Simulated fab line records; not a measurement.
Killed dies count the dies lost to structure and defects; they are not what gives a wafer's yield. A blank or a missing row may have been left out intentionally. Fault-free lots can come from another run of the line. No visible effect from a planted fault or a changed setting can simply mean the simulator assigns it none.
A struck lot beside a sound one + flow n5 finfet + 37 steps out of a route of 1938
Sound: these wafers, L409.2, L409.3, L409.5. Wafers L417.2, L417.4, L417.6 were the ones struck. Last of all comes the cause.
For every step that has rows: the tool of each side, followed by ch and its chambers, followed by its first start. Under that, the readings that differ: sound wafers + struck wafers + difference of the means + sigmas: that difference in standard deviations of wafers without a fault.
alike: readings with means less than 2 such deviations apart, plus words and numbers identical on both sides. not compared: withheld readings, readings lacking a value on some wafer, bounds such as >300 that could conceal the same value, and numbers that have no deviation in the record and whose values overlap.
A row with sigmas, a row that says differs or no value, or rows on one side alone: a step with any of these is where the two part. Numbers that don't overlap but have no deviation are shown without sigmas and don't part them. A reading that every wafer of one side lacks parts them only if that side has two wafers or more.

first, 9 steps without rows for these wafers: N5_BEOL_M4_ANNEAL_95 (time 240 s); N5_BEOL_M4_SPUTTER_96 (material Cu, target thk 4.5 nm, time 8.29 s); N5_BEOL_M4_ECD_50 (material Cu, target thk 300 nm); N5_BEOL_M4_ANNEAL_51 (time 90 s); N5_BEOL_M4_CMP_52 (polishes, stops on SiOC, t overpolish 6.8 s, target thk 40 nm); N5_BEOL_M4_PRE_CLEAN_60 (time 15 s); N5_BEOL_M4_CO_CAP_55 (material Co, precursor CCTBA/H2, target thk 2 nm, time 102.1 s); N5_BEOL_M4_PRE_CLEAN_56 (time 15 s); N5_BEOL_M4_DEP_57 (deposits SiCN from 3MS/NH3, target thk 8 nm, time 14 s).
N5_BEOL_M4_RC_MEAS_101:
  sound on prober-02 ch 0, day 9 23:25; struck on prober-01 ch 0, day 11 18:34
| reading       | sound       | struck      | difference | sigmas |
|---------------|-------------|-------------|------------|--------|
| ION_N (uA/um) | 682 675 697 | 640 651 663 | -33        | -2     |
  alike: DIBL_N, DIBL_P, IOFF_N, IOFF_P, ION_P, SS_N, SS_P, VT_N, VT_P
then, 24 steps without rows for these wafers: N5_BEOL_M5_ILD_DEP_00 (deposits SiCOH lowk from DEMS/porogen, target thk 140.64 nm, time 25.9 s); N5_BEOL_M5_CURE_79 (cures SiCOH lowk, time 240 s); N5_BEOL_M5_PECVD_70 (deposits SiO2 from TEOS/O2, target thk 16 nm, time 18 s); N5_BEOL_M5_HM_DEP_02 (deposits TiN, target thk 20 nm); N5_BEOL_M5_COAT_59 (time 60 s, resist thk 60 nm); N5_BEOL_M5_COAT_60 (time 60 s, resist thk 12 nm); N5_BEOL_M5_COAT_71 (time 60 s, resist thk 5 nm); N5_BEOL_M5_COAT_05 (resist thk 30 nm); N5_BEOL_M5_EBR_07; N5_BEOL_M5_SOFTBAKE_06 (time 60 s); N5_BEOL_M5_EXPOSE_08 (exposes mask M5, target cd 28 nm); N5_BEOL_M5_PEB_09 (peb time 60 s); N5_BEOL_M5_DEVELOP_10 (develop time 30 s); N5_BEOL_M5_DESCUM_16 (chemistry O2, time 7 s); N5_BEOL_M5_ETCH_72 (etches underlayer in N2/H2, target depth 6.5 nm, time 5.2 s); N5_BEOL_M5_ETCH_61 (etches SiARC in CF4, target depth 15.6 nm, time 26 s); N5_BEOL_M5_ETCH_62 (etches SOC in N2/H2, target depth 75 nm, overetch 15 nm, time 112.5 s); N5_BEOL_M5_STRIP_63 (strips in N2/H2); N5_BEOL_M5_STRIP_73 (strips in N2/H2); N5_BEOL_M5_STRIP_64 (strips in CF4); N5_BEOL_M5_HM_OPEN_17 (chemistry Cl2/BCl3, target TiN, target depth 20 nm, overetch 6 nm); N5_BEOL_M5_STRIP_19 (strips in O2); N5_BEOL_M5_COAT_65 (time 60 s, resist thk 60 nm); N5_BEOL_M5_COAT_66 (time 60 s, resist thk 12 nm).
N5_BEOL_M8_ETCH_66: etches SOC in N2/H2, target depth 80 nm, overetch 16 nm, time 120 s.
  sound on rie diel-02 ch 0,2, day 11 11:37; struck on rie diel-01 ch 2,3, day 13 01:30
  no value came back on the struck wafers for any of 8 readings (bias w (W), chamber pressure mTorr (mTorr) and others); on the sound wafers bias w (W) reads 149.8 149.5 150.0
| reading                                         | sound       | struck         | difference | sigmas |
|-------------------------------------------------|-------------|----------------|------------|--------|
| model.CAR-EUV_of_BEOL_M8_COAT_22.thk nm (nm)    | 0 0 0       | 11.2 11.2 11.2 | +11.2      |        |
| model.SiARC_of_BEOL_M8_COAT_64.thk nm (nm)      | 6.8 6.6 6.6 | 12 12 12       | +5         |        |
| model.underlayer_of_BEOL_M8_COAT_71.thk nm (nm) | 0 0 0       | 5 5 5          | +5         |        |
  not compared: rf hours counter h
N5_BEOL_M8_VIA_ETCH_34: etches SiCOH lowk in C4F6/O2, target depth 125.5 nm, time 50.5 s.
  sound on rie diel-02 ch 0,2, day 11 11:43; struck on rie diel-01 ch 2,3, day 13 01:36
| reading               | sound          | struck         | difference | sigmas |
|-----------------------|----------------|----------------|------------|--------|
| oes product au (a.u.) | 0.72 0.79 0.79 | 0.27 0.27 0.27 | -0.50      | -5     |
  alike: C4F6_flow_sccm, O2_flow_sccm, drypump motor current A, oes_f_703_au, oes_o_777_au, rf vpp V, showerhead plenum p Torr, throttle valve pct
  not compared: rf hours counter h
-- the record jumps here: 3 days lie between the struck wafers' starts before and after (it left off in module BEOL_M8 and takes up again in module PASSIVATION, whose first step shown is number 1936 of the route) --
N5_PASSIVATION_PROBE_49:
  struck on prober-01, day 15 15:50; sound on prober-02, day 14 14:32
| reading                  | sound          | struck         | difference | sigmas      |
|--------------------------|----------------|----------------|------------|-------------|
| defect limited yield (%) | 91.2 92.5 93.8 | 0 0 0          | -92        | -66         |
| killed_at_M4_up          | 18 11 23       | 1075 1074 1071 | +1056      | +99 or more |
| killed dies              | 104 88 73      | 1180 1180 1180 | +1092      | +68         |
| killed on rim            | 14 13 6        | 152 152 152    | +141       | +34         |
| sort_bin_5_function (%)  | 4.6 4.2 3.2    | 96.0 96.9 96.3 | +92.4      | +96         |
| sort n pass              | 1076 1092 1107 | 0 0 0          | -1092      | -47         |
| sort yield pct (%)       | 91.2 92.5 93.8 | 0 0 0          | -92        | -49         |
  alike: killed_at_M0_to_M3, killed at contacts, killed at front end, killed at other, killed open, killed short, sort_bin_6_memory, sort_bin_8_speed

WHERE THEY PART
At N5_BEOL_M4_RC_MEAS_101 first; at N5_PASSIVATION_PROBE_49 last (within this record only).

WHY: whatever the simulator had introduced
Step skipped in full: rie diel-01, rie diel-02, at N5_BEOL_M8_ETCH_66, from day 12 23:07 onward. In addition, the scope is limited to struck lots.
